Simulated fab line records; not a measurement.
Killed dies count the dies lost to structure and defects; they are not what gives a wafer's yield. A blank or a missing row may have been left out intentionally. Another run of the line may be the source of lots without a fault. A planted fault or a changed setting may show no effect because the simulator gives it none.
Which tool was responsible? | flow n5Finfet | 24 lots with 72 wafers sampled at 6 steps, on a route of 1938 steps

WHAT THE GAUGES READ, wafer by wafer
N5_MOL_CONTACT_COAG_INSPECT_57: inspects for defects (brightfield).
lot  | measured     | on               | rawDefectCount
L074 | day 5 01:41  | defectInspect-01 | 231 218 213
L075 | day 5 11:46  | defectInspect-01 | 171 232 179
L076 | day 5 20:20  | defectInspect-01 | 167 170 140
L077 | day 6 00:29  | defectInspect-01 | 193 170 160
L078 | day 6 03:22  | defectInspect-02 | 178 209 197
L079 | day 6 09:43  | defectInspect-01 | 169 181 190
L080 | day 6 15:26  | defectInspect-02 | 181 222 212
L081 | day 6 23:20  | defectInspect-02 | 248 244 307
L082 | day 7 04:42  | defectInspect-01 | 306 227 228
L083 | day 7 12:50  | defectInspect-01 | 207 164 186
L084 | day 7 15:42  | defectInspect-01 | 252 164 153
L085 | day 8 00:17  | defectInspect-02 | 124 178 85
L086 | day 8 05:05  | defectInspect-01 | 163 109 162
L087 | day 8 12:05  | defectInspect-01 | 188 119 142
L088 | day 8 17:38  | defectInspect-02 | 266 249 239
L089 | day 8 21:14  | defectInspect-02 | 198 161 211
L090 | day 9 02:13  | defectInspect-01 | 176 190 187
L091 | day 9 08:25  | defectInspect-01 | 325 310 157
L092 | day 9 14:18  | defectInspect-01 | 146 151 227
L093 | day 9 20:07  | defectInspect-02 | 108 179 199
L094 | day 10 03:21 | defectInspect-02 | 193 193 139
L095 | day 10 07:53 | defectInspect-01 | 305 177 241
L096 | day 10 14:20 | defectInspect-01 | 180 118 241
L097 | day 10 19:09 | defectInspect-01 | 137 126 128

N5_MOL_CONTACT_COAG_THK_MEAS_53.
lot  | measured     | on           | VIA_MOL_THK (nm)
L074 | day 5 06:10  | filmMetro-01 | 43.7 43.7 44.1
L075 | day 5 15:34  | filmMetro-02 | 43.7 44.5 44.8
L076 | day 6 00:39  | filmMetro-02 | 44.0 43.3 43.6
L077 | day 6 03:28  | filmMetro-02 | 43.9 44.4 44.6
L078 | day 6 06:20  | filmMetro-01 | 43.0 43.5 44.2
L079 | day 6 12:40  | filmMetro-02 | 43.9 44.4 44.4
L080 | day 6 18:25  | filmMetro-01 | 44.4 44.9 44.2
L081 | day 7 02:48  | filmMetro-01 | 43.0 44.6 43.6
L082 | day 7 07:40  | filmMetro-02 | 43.6 45.2 44.6
L083 | day 7 15:54  | filmMetro-02 | 43.3 43.6 44.1
L084 | day 7 18:43  | filmMetro-02 | 44.6 45.2 44.7
L085 | day 8 03:38  | filmMetro-01 | 43.2 43.9 44.3
L086 | day 8 08:35  | filmMetro-02 | 44.0 43.4 44.3
L087 | day 8 15:31  | filmMetro-01 | 43.6 44.4 44.0
L088 | day 8 21:22  | filmMetro-02 | 43.7 44.0 44.4
L089 | day 9 01:52  | filmMetro-02 | 44.5 44.8 44.7
L090 | day 9 05:04  | filmMetro-02 | 44.7 44.2 44.7
L091 | day 9 11:23  | filmMetro-01 | 43.5 44.6 44.9
L092 | day 9 17:10  | filmMetro-01 | 43.7 43.2 44.1
L093 | day 9 22:59  | filmMetro-01 | 43.1 44.6 44.3
L094 | day 10 06:25 | filmMetro-01 | 42.6 43.5 43.8
L095 | day 10 11:23 | filmMetro-01 | 43.4 44.1 43.8
L096 | day 10 17:31 | filmMetro-01 | 44.2 43.6 44.4
L097 | day 10 22:17 | filmMetro-02 | 44.2 44.5 45.1

TOOL THAT RAN EACH LOT (tool first, then ch and the chambers of the sampled wafers, then the start)
lot  | N5_MOL_CONTACT_COAG_PRE_CLEAN_142 | N5_MOL_CONTACT_COAG_DESCUM_88     | N5_MOL_CONTACT_COAG_ETCH_124      | N5_MOL_CONTACT_COAG_CVD_140
L074 | pvdSputter-03, day 4 21:29        | rieDiel-02 ch 0,1,3, day 5 01:50  | rieDiel-02 ch 0,1,2, day 5 04:37  | cvdW-01 ch 0,1, day 5 05:33
L075 | pvdSputter-03, day 5 07:01        | rieDiel-06 ch 0,2, day 5 12:11    | rieDiel-06 ch 0,2,3, day 5 14:28  | cvdW-01 ch 0,1, day 5 14:55
L076 | pvdSputter-02, day 5 15:56        | rieDiel-06 ch 1,3, day 5 20:53    | rieDiel-02 ch 1,3, day 5 23:15    | cvdW-01 ch 1, day 5 23:58
L077 | pvdSputter-03, day 5 20:13        | rieDiel-02 ch 1,3, day 6 00:31    | rieDiel-02 ch 1,2,3, day 6 02:24  | cvdW-02 ch 0,1, day 6 02:56
L078 | pvdSputter-01, day 5 23:21        | rieDiel-03 ch 0,2,3, day 6 03:24  | rieDiel-06 ch 2,3, day 6 05:16    | cvdW-02 ch 0, day 6 05:44
L079 | pvdSputter-02, day 6 05:47        | rieDiel-06 ch 1,2,3, day 6 09:44  | rieDiel-06 ch 0,1,2, day 6 11:35  | cvdW-02 ch 0,1, day 6 12:07
L080 | pvdSputter-01, day 6 11:28        | rieDiel-03 ch 0,1, day 6 15:32    | rieDiel-02 ch 0,2, day 6 17:20    | cvdW-01 ch 0,1, day 6 17:48
L081 | pvdSputter-03, day 6 19:12        | rieDiel-02 ch 0,1,2, day 6 23:22  | rieDiel-02 ch 0,1,3, day 7 01:44  | cvdW-01 ch 0,1, day 7 02:11
L082 | pvdSputter-03, day 7 00:49        | rieDiel-02 ch 1,2, day 7 04:44    | rieDiel-02 ch 1,2, day 7 06:35    | cvdW-01 ch 0,1, day 7 07:02
L083 | pvdSputter-02, day 7 08:56        | rieDiel-06 ch 0,1,3, day 7 12:53  | rieDiel-03 ch 0,1,2, day 7 14:49  | cvdW-01 ch 0,1, day 7 15:16
L084 | pvdSputter-02, day 7 11:46        | rieDiel-03 ch 0,2, day 7 15:44    | rieDiel-06 ch 1,2,3, day 7 17:39  | cvdW-01 ch 0,1, day 7 18:06
L085 | pvdSputter-01, day 7 20:16        | rieDiel-02 ch 1,2,3, day 8 00:19  | rieDiel-06 ch 0,1,3, day 8 02:34  | cvdW-02 ch 1, day 8 03:01
L086 | pvdSputter-01, day 7 23:56        | rieDiel-06 ch 1,2,3, day 8 05:15  | rieDiel-06 ch 0,1,2, day 8 07:26  | cvdW-02 ch 0,1, day 8 07:53
L087 | pvdSputter-02, day 8 06:07        | rieDiel-06 ch 0,2, day 8 12:39    | rieDiel-06 ch 0,2,3, day 8 14:27  | cvdW-02 ch 0,1, day 8 14:59
L088 | pvdSputter-03, day 8 12:29        | rieDiel-02 ch 0,3, day 8 17:40    | rieDiel-06 ch 0,1,3, day 8 20:17  | cvdW-02 ch 0,1, day 8 20:49
L089 | pvdSputter-01, day 8 17:11        | rieDiel-02 ch 0,1,3, day 8 21:16  | rieDiel-03 ch 1,2,3, day 9 00:47  | cvdW-02 ch 0,1, day 9 01:14
L090 | pvdSputter-01, day 8 22:02        | rieDiel-06 ch 0,1,2, day 9 02:14  | rieDiel-02 ch 1,3, day 9 03:59    | cvdW-01 ch 0,1, day 9 04:26
L091 | pvdSputter-02, day 9 04:14        | rieDiel-02 ch 0,3, day 9 08:27    | rieDiel-06 ch 2,3, day 9 10:20    | cvdW-01 ch 0,1, day 9 10:52
L092 | pvdSputter-02, day 9 10:14        | rieDiel-03 ch 0,1, day 9 14:20    | rieDiel-06 ch 1,3, day 9 16:06    | cvdW-01 ch 0,1, day 9 16:34
L093 | pvdSputter-02, day 9 16:13        | rieDiel-06 ch 0,3, day 9 20:08    | rieDiel-03 ch 0,1,3, day 9 21:55  | cvdW-01 ch 0,1, day 9 22:27
L094 | pvdSputter-02, day 9 23:14        | rieDiel-02 ch 0,1,3, day 10 03:23 | rieDiel-06 ch 0,1, day 10 05:21   | cvdW-01 ch 0,1, day 10 05:48
L095 | pvdSputter-01, day 10 03:57       | rieDiel-03 ch 0,1,3, day 10 08:19 | rieDiel-03 ch 0,2,3, day 10 10:19 | cvdW-01 ch 0,1, day 10 10:47
L096 | pvdSputter-03, day 10 10:19       | rieDiel-02 ch 0,3, day 10 14:22   | rieDiel-06 ch 0,1,3, day 10 16:27 | cvdW-01 ch 0,1, day 10 16:54
L097 | pvdSputter-01, day 10 15:06       | rieDiel-02 ch 0,3, day 10 19:11   | rieDiel-06 ch 1,2, day 10 21:13   | cvdW-02 ch 0,1, day 10 21:45
- N5_MOL_CONTACT_COAG_PRE_CLEAN_142: time 60 s.
- N5_MOL_CONTACT_COAG_DESCUM_88: chemistry O2, time 7 s.
- N5_MOL_CONTACT_COAG_ETCH_124: etches SiNx in CH3F/O2, stops on SiOC, target depth 6.5 nm.
- N5_MOL_CONTACT_COAG_CVD_140: deposits W, target thk 66.5 nm, time 215 s.

WHAT THE TOOLS THEMSELVES READ (means of the sampled wafers that have a number; where no wafer has one, the mark that the record gives instead)
N5_MOL_CONTACT_COAG_PRE_CLEAN_142.
lot  | tool          | heaterPowerW (W)
L074 | pvdSputter-03 | 500
L075 | pvdSputter-03 | 460
L076 | pvdSputter-02 | 455
L077 | pvdSputter-03 | 490
L078 | pvdSputter-01 | 422
L079 | pvdSputter-02 | 493
L080 | pvdSputter-01 | 431
L081 | pvdSputter-03 | 407
L082 | pvdSputter-03 | 506
L083 | pvdSputter-02 | 453
L084 | pvdSputter-02 | 512
L085 | pvdSputter-01 | 461
L086 | pvdSputter-01 | 449
L087 | pvdSputter-02 | 537
L088 | pvdSputter-03 | 426
L089 | pvdSputter-01 | 435
L090 | pvdSputter-01 | 415
L091 | pvdSputter-02 | 521
L092 | pvdSputter-02 | 449
L093 | pvdSputter-02 | 476
L094 | pvdSputter-02 | 477
L095 | pvdSputter-01 | 427
L096 | pvdSputter-03 | 507
L097 | pvdSputter-01 | 444

N5_MOL_CONTACT_COAG_DESCUM_88.
lot  | tool       | biasPowerW (W) | drypumpMotorCurrentA (A) | oesProductAu (a.u.) | rfVppV (V) | showerheadPlenumPTorr (Torr) | throttleValvePct (%)
L074 | rieDiel-02 | 19.98          | 6.0                      | 0.73                | 242.0      | 2.03                         | 20.34
L075 | rieDiel-06 | 20.05          | 6.0                      | 0.74                | 245.2      | 2.17                         | 20.45
L076 | rieDiel-06 | 20.05          | 5.7                      | 0.71                | 244.5      | 2.18                         | 20.42
L077 | rieDiel-02 | 20.03          | 5.8                      | 0.74                | 242.2      | 2.06                         | 20.56
L078 | rieDiel-03 | 19.97          | 5.5                      | 0.70                | 241.6      | 2.02                         | 20.33
L079 | rieDiel-06 | 20.01          | 6.1                      | 0.71                | 244.1      | 2.17                         | 20.44
L080 | rieDiel-03 | 19.95          | 5.2                      | 0.71                | 243.3      | 2.11                         | 20.56
L081 | rieDiel-02 | 20.03          | 5.6                      | 0.80                | 244.0      | 2.13                         | 20.35
L082 | rieDiel-02 | 20.05          | 5.3                      | 0.70                | 243.2      | 2.07                         | 20.54
L083 | rieDiel-06 | 19.98          | 6.0                      | 0.72                | 244.0      | 2.16                         | 20.40
L084 | rieDiel-03 | 19.98          | 5.3                      | 0.71                | 242.6      | 2.02                         | 20.35
L085 | rieDiel-02 | 20.02          | 5.7                      | 0.71                | 242.4      | 2.05                         | 20.47
L086 | rieDiel-06 | 20.01          | 6.1                      | 0.70                | 243.5      | 2.17                         | 20.47
L087 | rieDiel-06 | 20.01          | 6.0                      | 0.72                | 245.2      | 2.16                         | 20.48
L088 | rieDiel-02 | 19.98          | 6.2                      | 0.88                | 244.4      | 2.16                         | 19.97
L089 | rieDiel-02 | 19.98          | 6.0                      | 0.80                | 243.8      | 2.11                         | 20.29
L090 | rieDiel-06 | 20.03          | 5.8                      | 0.70                | 243.5      | 2.17                         | 20.53
L091 | rieDiel-02 | 19.93          | 6.3                      | 0.80                | 243.2      | 2.08                         | 20.07
L092 | rieDiel-03 | 19.99          | 5.6                      | 0.82                | 243.7      | 2.15                         | 20.68
L093 | rieDiel-06 | 19.97          | 6.5                      | 0.71                | 244.0      | 2.14                         | 20.34
L094 | rieDiel-02 | 20.04          | 6.0                      | 0.78                | 243.0      | 2.10                         | 20.31
L095 | rieDiel-03 | 20.03          | 5.6                      | 0.79                | 243.4      | 2.07                         | 20.49
L096 | rieDiel-02 | 20.01          | 6.3                      | 0.79                | 243.5      | 2.07                         | 20.09
L097 | rieDiel-02 | 20.00          | 6.2                      | 0.84                | 244.0      | 2.15                         | 20.00

N5_MOL_CONTACT_COAG_ETCH_124.
lot  | tool       | CH3F_flow_sccm (sccm) | drypumpMotorCurrentA (A) | oesProductAu (a.u.) | rfVppV (V) | showerheadPlenumPTorr (Torr) | throttleValvePct (%)
L074 | rieDiel-02 | 30.00                 | 5.6                      | 0.61                | 296        | 1.96                         | 16.38
L075 | rieDiel-06 | 29.93                 | 6.3                      | 0.62                | 304        | 2.06                         | 16.31
L076 | rieDiel-02 | 29.97                 | 6.0                      | 0.63                | 293        | 1.93                         | 16.22
L077 | rieDiel-02 | 30.08                 | 5.7                      | 0.62                | 295        | 1.96                         | 16.34
L078 | rieDiel-06 | 30.09                 | 6.4                      | 0.61                | 302        | 2.06                         | 16.33
L079 | rieDiel-06 | 29.99                 | 5.8                      | 0.61                | 301        | 2.07                         | 16.36
L080 | rieDiel-02 | 29.98                 | 5.8                      | 0.77                | 300        | 2.10                         | 15.96
L081 | rieDiel-02 | 30.06                 | 6.0                      | 0.70                | 296        | 2.01                         | 16.14
L082 | rieDiel-02 | 29.98                 | 5.2                      | 0.60                | 296        | 1.98                         | 16.50
L083 | rieDiel-03 | 30.09                 | 5.5                      | 0.63                | 294        | 1.99                         | 16.45
L084 | rieDiel-06 | 29.98                 | 6.1                      | 0.60                | 299        | 2.07                         | 16.36
L085 | rieDiel-06 | 30.06                 | 6.0                      | 0.61                | 299        | 2.07                         | 16.37
L086 | rieDiel-06 | 30.10                 | 5.8                      | 0.61                | 302        | 2.06                         | 16.37
L087 | rieDiel-06 | 29.97                 | 6.3                      | 0.61                | 304        | 2.06                         | 16.36
L088 | rieDiel-06 | 29.97                 | 6.0                      | 0.61                | 300        | 2.07                         | 16.38
L089 | rieDiel-03 | 30.00                 | 5.9                      | 0.62                | 295        | 1.96                         | 16.45
L090 | rieDiel-02 | 30.03                 | 6.1                      | 0.62                | 293        | 1.92                         | 16.27
L091 | rieDiel-06 | 29.98                 | 6.4                      | 0.59                | 303        | 2.05                         | 16.38
L092 | rieDiel-06 | 30.00                 | 6.2                      | 0.60                | 297        | 2.06                         | 16.39
L093 | rieDiel-03 | 30.04                 | 5.6                      | 0.67                | 297        | 1.98                         | 16.35
L094 | rieDiel-06 | 29.94                 | 5.4                      | 0.60                | 297        | 2.06                         | 16.42
L095 | rieDiel-03 | 30.01                 | 5.5                      | 0.65                | 293        | 1.91                         | 16.17
L096 | rieDiel-06 | 29.95                 | 6.0                      | 0.60                | 300        | 2.06                         | 16.41
L097 | rieDiel-06 | 30.01                 | 5.5                      | 0.59                | 296        | 2.06                         | 16.42

N5_MOL_CONTACT_COAG_CVD_140.
lot  | tool    | heaterPowerW (W)
L074 | cvdW-01 | 455
L075 | cvdW-01 | 463
L076 | cvdW-01 | 477
L077 | cvdW-02 | 525
L078 | cvdW-02 | 456
L079 | cvdW-02 | 525
L080 | cvdW-01 | 444
L081 | cvdW-01 | 473
L082 | cvdW-01 | 446
L083 | cvdW-01 | 447
L084 | cvdW-01 | 465
L085 | cvdW-02 | 575
L086 | cvdW-02 | 539
L087 | cvdW-02 | 494
L088 | cvdW-02 | 530
L089 | cvdW-02 | 495
L090 | cvdW-01 | 449
L091 | cvdW-01 | 464
L092 | cvdW-01 | 461
L093 | cvdW-01 | 448
L094 | cvdW-01 | 440
L095 | cvdW-01 | 471
L096 | cvdW-01 | 445
L097 | cvdW-02 | 540

THE ANSWER, worked out from the rows above alone
Rule: usual is defined by the lots themselves. The widest of any qualifying gaps counts: lots, ordered by their means at a reading, are off when they make up no more than a third of the lots, leave a main group of 4 or more, and stand apart from it by 3 or more times the standard deviation of that group's means. A main group whose means are all the same, to the digits that the tables above print for the reading, isn't used. Also off: a lot with no number at a reading for which 4 or more lots have one. Any other lot the step has rows for is counted as sound. The gauges are gone through in route order, then the tools' own readings, and for those a lot's mean is taken as printed above. The first step at which some lot is off is used, and at that step the reading that is off furthest; a lot without a number counts as furthest.
None of the lots is off at any reading shown; this tells nothing.

WHAT THE SIMULATOR HAD PUT IN
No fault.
